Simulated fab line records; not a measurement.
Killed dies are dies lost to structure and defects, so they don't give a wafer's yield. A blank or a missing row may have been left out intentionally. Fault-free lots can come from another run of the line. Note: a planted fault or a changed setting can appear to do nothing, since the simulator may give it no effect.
Split-lot experiment -- flow n5Finfet -- on a route of 1938 steps: 7 lots, 21 wafers read

## ON THE SPLIT
At N5_MOL_CONTACT_COAG_CVD_140 (deposits W, target thk 66.5 nm, time 215 s), the setting targetThkA was moved away from the recipe's 665 angstrom on 7 of the 21 wafers read, by -12.7% to +13.4%. For the rest of the wafers, this setting stayed at what the recipe calls for.

The split's own step is where the reading is taken.

## THE READING
W_of_MOL_CONTACT_COAG_CVD_140.thkNm (the simulator's own value, which no gauge read), in nm, at N5_MOL_CONTACT_COAG_CVD_140 (deposits W, target thk 66.5 nm, time 215 s). The file gives no usual value for it. Across the 14 wafers here that went through the recipe, the average is 66.7 nm and the standard deviation 0.4 nm.

wafer,"tool, chamber at the split","targetThkA as run, angstrom",against the recipe,"W_of_MOL_CONTACT_COAG_CVD_140.thkNm, nm",against lot-mates on the recipe
L078.1,"cvdW-02, 0",754.2,+13.4%,74.8,+8.2
L078.2,"cvdW-02, 1",754.2,+13.4%,75.6,+9.0
L078.5,"cvdW-02, 1",665,recipe,66.6,-
L083.1,"cvdW-02, 0",665,recipe,66.8,-
L083.4,"cvdW-02, 0",665,recipe,66.6,-
L083.6,"cvdW-02, 0",665,recipe,66.6,-
L084.1,"cvdW-02, 0",699.2,+5.1%,69.6,+2.2
L084.3,"cvdW-02, 0",699.2,+5.1%,70.6,+3.2
L084.6,"cvdW-02, 0",665,recipe,67.4,-
L085.4,"cvdW-01, 1",665,recipe,66.6,-
L085.5,"cvdW-01, 0",665,recipe,67,-
L085.6,"cvdW-01, 1",617.4,-7.2%,61.6,-5.2
L093.1,"cvdW-01, 1",665,recipe,66.8,-
L093.4,"cvdW-01, 1",665,recipe,65.6,-
L093.5,"cvdW-01, 0",665,recipe,66.4,-
L094.1,"cvdW-01, 1",665,recipe,66.6,-
L094.2,"cvdW-01, 0,1",580.5,-12.7%,58,-8.6
L094.3,"cvdW-01, 0,1",580.5,-12.7%,58,-8.6
L097.2,"cvdW-01, 0",665,recipe,66.6,-
L097.3,"cvdW-01, 0",665,recipe,66.4,-
L097.4,"cvdW-01, 1",665,recipe,67.2,-
When a row names more than one chamber, that row covers several wafers, and the file does not tell which wafer ran in which chamber.

FIT RESULTS
A straight line over all 21 wafers: W_of_MOL_CONTACT_COAG_CVD_140.thkNm changes by +0.662 nm for each +1% of targetThkA; r = +1.00; the points scatter about the line by 0.43 nm.
The same after taking each lot's own level away (the mean of its wafers on the recipe; 21 wafers): +0.654 nm for each +1%; r = +1.00; scatter 0.4 nm.
On that fit, the largest move of targetThkA shifts the reading by 8.8 nm.
From 66.27 to 67.40 nm: that is the span of the lots' own levels, equal to 2.8 times the standard deviation above.
The two slopes agree, so the slope changes little with the lot-to-lot level.
Check: for one of the wafers moved furthest among these (+13.4%), held out of the fit, the line's prediction against its lot-mates is +8.81 nm. It came out at +8.2 nm against them.

## OTHER SPLITS ON THESE WAFERS
Note: prior to the reading, these wafers also went through further splits. Each is held against what the fit with the lots' levels taken away leaves over:
other split on the same wafers,wafers away from the commonest value,r with W_of_MOL_CONTACT_COAG_CVD_140.thkNm (lot level and that fit taken away)
N5_MOL_CONTACT_COAG_COAT_78 spinRpm,9,-0.09
N5_MOL_CONTACT_COAG_ETCHBACK_136 targetDepthA,6,+0.10

## THE WHOLE CHAIN: every reading that the file lists as answering this split, in the file's order
step,what it does,reading,change (the file's fit),r (the file's)
N5_MOL_CONTACT_COAG_CVD_140,"deposits W, target thk 66.5 nm, time 215 s","W_of_MOL_CONTACT_COAG_CVD_140.thkNm (the simulator's own value, which no gauge read)",+0.658 nm for each +1% of the setting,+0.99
N5_MOL_CONTACT_COAG_CMP_52,"polishes, stops on SiO2, t overpolish 1.5 s, target thk 66.5 nm","W_of_MOL_CONTACT_COAG_CVD_140.thkNm (the simulator's own value, which no gauge read)","not straight: 58 at the lowest setting, 66.66 at the recipe, 68.3 at the highest",not given

## FILE'S OWN FIT
W_of_MOL_CONTACT_COAG_CVD_140.thkNm changes by +0.658 nm for each +1% of targetThkA, r = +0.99.
